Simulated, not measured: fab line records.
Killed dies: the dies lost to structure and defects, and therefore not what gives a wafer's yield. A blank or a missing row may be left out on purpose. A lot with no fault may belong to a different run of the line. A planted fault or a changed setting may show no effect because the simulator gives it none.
Code-filled problem report in 8D (eight disciplines) form | flow nandHarc | the parts of the form that need people (team, actions taken, sign-off) are left out

== 1. WHAT WENT WRONG ==
A mean of 83.0 nm is read at NHARC_A_SGD_CUT_THK_MEAS_22 for thkNm, taken on 1 wafer of 1 lot, against 148.4 nm (standard deviation 1.4) on wafers free of any fault. Relative to the usual mean, that is a shift of -47 standard deviations.
The step: measures by ellipsometry.
First observed at day 27 09:38: wafer L737.1, on filmMetro-01. Wafers with a number at this step in the record: 36, from 12 lots. Rule for "out", or "out of limits": more than 4 standard deviations from the usual mean. Any other wafer with a number is counted as sound.

== 2. WHAT IT IS, WHAT IT ISN'T ==
question                    | is                | is not
which readings at this step | thkNm             | -
which lots                  | L737              | L718, L719, L720, L721, L722, L723, L724, L727, L728, L729, L741
which wafers of those lots  | L737.1            | L737.3, L737.4
read on which gauges        | filmMetro-01      | filmMetro-02
when                        | from day 27 09:38 | up to then (32 sound wafers); but 3 sound wafers of L741 came after

== 3. WHAT RULES OUT EACH SUSPECT ==
Counting: any tool at a process step up to the reading remains a suspect provided it ran every lot that is out. Sound lots after the first of them don't rule it out here, since some wafers of a struck lot are sound.
- the gauge at NHARC_A_SGD_CUT_THK_MEAS_22 is ruled out. All the wafers that are out were read on filmMetro-01, but those of them that NHARC_A_SGD_CUT_CMP_21 has rows for are out there too, on other tools.
- fcvd-02 at NHARC_A_SGD_CUT_DEP_20 (deposits SiO2, target thk 150 nm): kept. L737, the lot that is out, went through it at day 27 04:27; up to then, the latest sound lot through it was L729 at day 23 19:37.
- cmp-04 at NHARC_A_SGD_CUT_CMP_21 (polishes, target thk 148.19 nm): kept. L737, the lot that is out, went through it at day 27 09:23; up to then, the latest sound lot through it was L728 at day 23 16:39. Out on those wafers are its own readings of timeToEndpointS.
- cmp-04, NHARC_A_SGD_CUT_CMP_21: wafers that are out in chamber 2, sound lot-mates in chambers 1, 3.
Remaining after the count are fcvd-02 at NHARC_A_SGD_CUT_DEP_20 and cmp-04 at NHARC_A_SGD_CUT_CMP_21.

== 4. THE CAUSE (what the simulator had put in) ==
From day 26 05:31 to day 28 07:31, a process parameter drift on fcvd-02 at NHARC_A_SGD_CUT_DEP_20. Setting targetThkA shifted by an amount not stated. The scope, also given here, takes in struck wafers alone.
Of the 2 suspects that counting leaves, this tool is one.

== 5. THE CHAIN OF EFFECTS, in route order ==
Each row: a reading whose mean over the struck wafers that have a number lies more than 3 standard deviations from the usual. Only readings for which the record gives a usual standard deviation are gone through. hours: the time from each lot's start at the first step in this table that gives one to its start at this step, as a median over the lots. sigmas: the change in usual standard deviations.
hours | step                        | reading         | usual    | on struck wafers | change | sigmas
0     | NHARC_A_SGD_CUT_CMP_21      | timeToEndpointS | 50 s     | 24               | -26    | -8.4
0     | NHARC_A_SGD_CUT_THK_MEAS_22 | thkNm           | 148.4 nm | 83.0             | -65.4  | -47
Here are the process steps it includes:
- NHARC_A_SGD_CUT_CMP_21: polishes, target thk 148.19 nm.
Later steps that measure or inspect, where all struck wafers having a row at the step show a number for every such reading and not one has moved that far: NHARC_A_SGD_CUT_INSPECT_25.

== 6. WHAT WOULD HAVE CAUGHT IT SOONER ==
In this record the first reading out of limits at a measuring or inspecting step was taken at day 27 09:38, 28 hours after the fault began at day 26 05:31.
The start of NHARC_A_SGD_CUT_DEP_20 on fcvd-02 came by day 27 09:38 for every one of the lots that are out (1). Had the tool been put on hold then, not one of them would have been saved.
